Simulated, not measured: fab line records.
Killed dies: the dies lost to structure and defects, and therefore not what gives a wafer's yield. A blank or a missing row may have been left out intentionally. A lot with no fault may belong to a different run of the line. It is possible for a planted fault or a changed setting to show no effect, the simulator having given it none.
Comparing a struck lot with a sound one    flow n5Finfet    40 out of 1938 route steps
Sound: these wafers, L267.2, L267.3, L267.5. Struck: wafer L277.4 (left out: L277.6, a lot-mate that was not struck); the cause follows at the end.
Order at every step that has rows: each side's tool, ch and its chambers, its first start. Under that, the readings that differ: sound wafers    struck wafers    difference of the means    sigmas: that difference in standard deviations of wafers without a fault.
alike: words and numbers the same on both sides, and readings whose means are apart by under 2 such deviations; not compared: readings that were withheld, readings missing a value for some wafer, numbers with overlapping values and no deviation given by the record, and bounds like >300 which may hide the same value.
The two part at a step that has a row with sigmas, a row that says differs or no value, or rows on one side only. Numbers that have no deviation but don't overlap get no sigmas and don't part them. A reading missing from all wafers of one side parts the sides only when that side holds two or more wafers.

first, 9 steps without rows for these wafers: N5_BEOL_M4_ANNEAL_95 (time 240 s); N5_BEOL_M4_SPUTTER_96 (material Cu, target thk 4.5 nm, time 8.29 s); N5_BEOL_M4_ECD_50 (material Cu, target thk 300 nm); N5_BEOL_M4_ANNEAL_51 (time 90 s); N5_BEOL_M4_CMP_52 (polishes, stops on SiOC, t overpolish 6.8 s, target thk 40 nm); N5_BEOL_M4_PRE_CLEAN_60 (time 15 s); N5_BEOL_M4_CO_CAP_55 (material Co, precursor CCTBA/H2, target thk 2 nm, time 102.1 s); N5_BEOL_M4_PRE_CLEAN_56 (time 15 s); N5_BEOL_M4_DEP_57 (deposits SiCN from 3MS/NH3, target thk 8 nm, time 14 s).
N5_BEOL_M4_RC_MEAS_101:
  sound on prober-01 ch 0, day 8 21:38; struck on prober-01 ch 0, day 11 03:47
  alike: DIBL_N, DIBL_P, IOFF_N, IOFF_P, ION_N, ION_P, SS_N, SS_P, VT_N, VT_P
then, 3 steps without rows for these wafers: N5_BEOL_M5_ILD_DEP_00 (deposits SiCOH lowk from DEMS/porogen, target thk 140.64 nm, time 25.9 s); N5_BEOL_M5_CURE_79 (cures SiCOH lowk, time 240 s); N5_BEOL_M5_PECVD_70 (deposits SiO2 from TEOS/O2, target thk 16 nm, time 18 s).
N5_BEOL_M5_HM_DEP_02: deposits TiN, target thk 20 nm.
  sound on pvdSputter-01 at day 9 00:21; struck on pvdSputter-01 at day 11 06:49
reading                                    sound           struck  difference  sigmas
throttleValvePct (%)                       28.8 29.5 28.1  31.5    +2.7        +3
model.TiN_of_BEOL_M5_HM_DEP_02.thkNm (nm)  20.4 20.4 20.4  29.6    +9.2        
then, 16 steps without rows for these wafers: N5_BEOL_M5_COAT_59 (time 60 s, resist thk 60 nm); N5_BEOL_M5_COAT_60 (time 60 s, resist thk 12 nm); N5_BEOL_M5_COAT_71 (time 60 s, resist thk 5 nm); N5_BEOL_M5_COAT_05 (resist thk 30 nm); N5_BEOL_M5_EBR_07; N5_BEOL_M5_SOFTBAKE_06 (time 60 s); N5_BEOL_M5_EXPOSE_08 (exposes mask M5, target cd 28 nm); N5_BEOL_M5_PEB_09 (peb time 60 s); N5_BEOL_M5_DEVELOP_10 (develop time 30 s); N5_BEOL_M5_DESCUM_16 (chemistry O2, time 7 s); N5_BEOL_M5_ETCH_72 (etches underlayer in N2/H2, target depth 6.5 nm, time 5.2 s); N5_BEOL_M5_ETCH_61 (etches SiARC in CF4, target depth 15.6 nm, time 26 s); N5_BEOL_M5_ETCH_62 (etches SOC in N2/H2, target depth 75 nm, overetch 15 nm, time 112.5 s); N5_BEOL_M5_STRIP_63 (strips in N2/H2); N5_BEOL_M5_STRIP_73 (strips in N2/H2); N5_BEOL_M5_STRIP_64 (strips in CF4).
N5_BEOL_M5_HM_OPEN_17: chemistry Cl2/BCl3, target TiN, target depth 20 nm, overetch 6 nm.
  sound on rieMetal-01 ch 0,1, day 9 01:14; struck on rieMetal-02 ch 0, day 11 07:44
reading                  sound              struck  difference  sigmas
oesProductAu (a.u.)      0.69 0.57 0.57     0.80    +0.19       +3
model.etch.depthNm (nm)  20.46 20.46 20.48  26.13   +5.66       
  alike: chamberPressureMTorr, drypumpMotorCurrentA, mfcCl2Sccm, rfFwdPowerW, throttleValvePct
  not compared: rfHoursCounterH
then, 3 steps without rows for these wafers: N5_BEOL_M5_STRIP_19 (strips in O2); N5_BEOL_M5_COAT_65 (time 60 s, resist thk 60 nm); N5_BEOL_M5_COAT_66 (time 60 s, resist thk 12 nm).
N5_BEOL_M5_VIA_ETCH_34: etches SiCOH lowk in C4F6/O2, target depth 88.3 nm, time 39.2 s.
  sound on rieDiel-06 ch 0,2, day 9 02:20; struck on rieDiel-03 ch 2, day 11 08:46
reading               sound              struck  difference  sigmas
oesProductAu (a.u.)   0.74 0.75 0.76     0.45    -0.30       -3
rfFwdPowerW (W)       342.3 342.2 343.0  337.1   -5.4        -3
throttleValvePct (%)  21.25 21.14 21.13  20.31   -0.86       -4
  alike: chamberPressureMTorr, drypumpMotorCurrentA, oes_o_777_au, rfVppV, showerheadPlenumPTorr
  not compared: rfHoursCounterH
N5_BEOL_M5_TRENCH_ETCH_37: etches SiCOH lowk in C4F6/O2, target depth 71.652 nm, time 24.7 s.
  sound: rieDiel-06 ch 0,2; struck: rieDiel-03 ch 2
reading                                    sound              struck  difference  sigmas
oes_o_777_au (a.u.)                        0.73 0.75 0.75     0.91    +0.17       +2
rfFwdPowerW (W)                            339.5 342.2 341.3  337.4   -3.6        -2
throttleValvePct (%)                       21.31 21.18 21.20  20.45   -0.78       -4
model.TiN_of_BEOL_M5_HM_DEP_02.thkNm (nm)  18.4 18.4 18.4     27.4    +9.0        
model.BEOL_M5.cdNm (nm)                    28 27.8 27.8       27.6    -0.3        
  alike: chamberPressureMTorr, drypumpMotorCurrentA, oesProductAu, rfVppV, showerheadPlenumPTorr
  not compared: rfHoursCounterH
N5_BEOL_M5_OCD_MEAS_38:
  sound on ocd-01 at day 9 02:34; struck on ocd-01 at day 11 09:00
reading             sound           struck  difference  sigmas
trenchDepthNm (nm)  69.9 71.4 71.8  13.3    -57.7       -52
N5_BEOL_M5_CD_MEAS_35: target cd 28 nm, target cd y 24 nm.
  sound on cdSem-01 at day 9 02:43; struck on cdSem-03 at day 11 09:10
  alike: cdNm
N5_BEOL_M5_THK_MEAS_53: measures by xrf.
  sound on filmMetro-01 at day 9 10:04; struck on filmMetro-02 at day 11 15:55
  not compared: M5_THK
-- a jump in the record: the struck wafers' starts before and after are 4 days apart (it breaks off in module BEOL_M5 and resumes in module PASSIVATION, where the first step shown is number 1936 of the route) --
N5_PASSIVATION_PROBE_49:
  only the struck wafers here have rows in the record (prober-02, day 15 10:41); the sound ones have none

== WHERE THEY PART ==
Earliest at N5_BEOL_M5_HM_DEP_02; latest, in this record, at N5_PASSIVATION_PROBE_49.

WHY: the cause the simulator had injected
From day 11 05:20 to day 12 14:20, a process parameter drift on pvdSputter-01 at N5_BEOL_M5_HM_DEP_02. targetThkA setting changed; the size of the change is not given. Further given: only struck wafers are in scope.
